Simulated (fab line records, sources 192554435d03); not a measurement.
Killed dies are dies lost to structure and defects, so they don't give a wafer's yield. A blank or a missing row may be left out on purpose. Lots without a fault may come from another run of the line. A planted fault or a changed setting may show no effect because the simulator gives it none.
Split-lot experiment | flow n5_finfet | 7 lots, 21 wafers read, on a route of 1938 steps

THE SPLIT
At N5_BEOL_M6_ILD_DEP_00 (deposits SiCOH lowk from DEMS/porogen, target thk 179.75 nm, time 33.4 s), the setting time_s was moved away from the recipe's 33.4 s on 5 of the 21 wafers read, by -13.4% to +13.6%. The other wafers ran this setting at the recipe's value.

FROM THE SPLIT TO THE READING: what the file shows between them, 1 step
- N5_BEOL_M6_CURE_74: cures SiCOH lowk, time 240 s

THE READING
M6_ILD_THK, in nm, at N5_BEOL_M6_THK_MEAS_01. Fault-free wafers of this fab line usually give 155.1 nm, standard deviation 2.7 nm.

wafer  | tool, chamber at the split | time_s as run, s | against the recipe | M6_ILD_THK, nm | against lot-mates on the recipe
L074.2 | pecvd-02, 2                | 31.89            | -4.5%              | 145.1          | -9.8
L074.3 | pecvd-02, 1                | 31.89            | -4.5%              | 147.6          | -7.3
L074.6 | pecvd-02, 0                | 33.4             | recipe             | 154.9          | -
L076.1 | pecvd-01, 0                | 33.4             | recipe             | 150.6          | -
L076.3 | pecvd-01, 1                | 33.4             | recipe             | 153.5          | -
L076.5 | pecvd-01, 2                | 37.94            | +13.6%             | 178.5          | +26.4
L077.1 | pecvd-01, 1                | 33.4             | recipe             | 154.2          | -
L077.3 | pecvd-01, 2                | 33.4             | recipe             | 156.7          | -
L077.5 | pecvd-01, 2                | 28.93            | -13.4%             | 137.5          | -17.9
L087.3 | pecvd-04, 1                | 33.4             | recipe             | 152.1          | -
L087.4 | pecvd-04, 1                | 33.4             | recipe             | 154.4          | -
L087.6 | pecvd-04, 2                | 33.4             | recipe             | 159.0          | -
L090.2 | pecvd-01, 0                | 33.4             | recipe             | 152.3          | -
L090.4 | pecvd-01, 1                | 33.4             | recipe             | 152.9          | -
L090.5 | pecvd-01, 0                | 36.34            | +8.8%              | 166.1          | +13.5
L089.2 | pecvd-04, 0                | 33.4             | recipe             | 155.7          | -
L089.4 | pecvd-04, 1                | 33.4             | recipe             | 154.5          | -
L089.6 | pecvd-04, 0                | 33.4             | recipe             | 160.5          | -
L091.1 | pecvd-01, 0                | 33.4             | recipe             | 154.4          | -
L091.2 | pecvd-01, 1                | 33.4             | recipe             | 150.4          | -
L091.3 | pecvd-01, 2                | 33.4             | recipe             | 156.5          | -

THE FIT
A straight line over all 21 wafers: M6_ILD_THK changes by +1.51 nm for each +1% of time_s; r = +0.94; the points scatter about the line by 2.8 nm.
The same after taking each lot's own level away (the mean of its wafers on the recipe; 21 wafers): +1.65 nm for each +1%; r = +0.96; scatter 2.4 nm.
On that fit, the largest move of time_s shifts the reading by 22 nm.
The lots' own levels span 152.05 to 156.90 nm, that is 1.8 times the standard deviation above.
So the lot-to-lot level changes the slope little: the two slopes agree.
Check: with one of the wafers moved furthest among these (+13.6%) left out of the fit, the line predicts +19.8 nm for it against its lot-mates. It came out at +26.4 nm against them.

OTHER SPLITS ON THESE WAFERS
These wafers also went through other splits before the reading. Each is held against what the fit with the lots' levels taken away leaves over:
other split on the same wafers     | wafers away from the commonest value | r with M6_ILD_THK (lot level and that fit taken away)
N5_BEOL_M0_CUTY_ETCH_63 time_s     | 7                                    | -0.34
N5_BEOL_M2_ILD_DEP_00 time_s       | 9                                    | -0.10
N5_BEOL_M2_PECVD_72 temp_c         | 8                                    | +0.13
N5_BEOL_M2_TRENCH_ETCH_37 source_w | 8                                    | -0.09
N5_BEOL_M4_DESCUM_33 time_s        | 6                                    | +0.06
N5_BEOL_M5_ETCH_72 bias_w          | 5                                    | -0.13
N5_BEOL_M5_ETCH_62 source_w        | 7                                    | +0.06

THE WHOLE CHAIN: every reading that the file lists as answering this split, in the file's order
step                   | what it does                                                             | reading                                                                                  | change (the file's fit)              | r (the file's)
N5_BEOL_M6_ILD_DEP_00  | deposits SiCOH lowk from DEMS/porogen, target thk 179.75 nm, time 33.4 s | SiCOH_lowk_of_BEOL_M6_ILD_DEP_00.thk_nm (the simulator's own value, which no gauge read) | +1.87 nm for each +1% of the setting | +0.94
N5_BEOL_M6_CURE_74     | cures SiCOH lowk, time 240 s                                             | SiCOH_lowk_of_BEOL_M6_ILD_DEP_00.thk_nm (the simulator's own value, which no gauge read) | +1.63 nm for each +1% of the setting | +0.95
N5_BEOL_M6_THK_MEAS_01 |                                                                          | M6_ILD_THK                                                                               | +1.64 for each +1% of the setting    | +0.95

THE FILE'S OWN FIT
M6_ILD_THK changes by +1.64 nm for each +1% of time_s, r = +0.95.
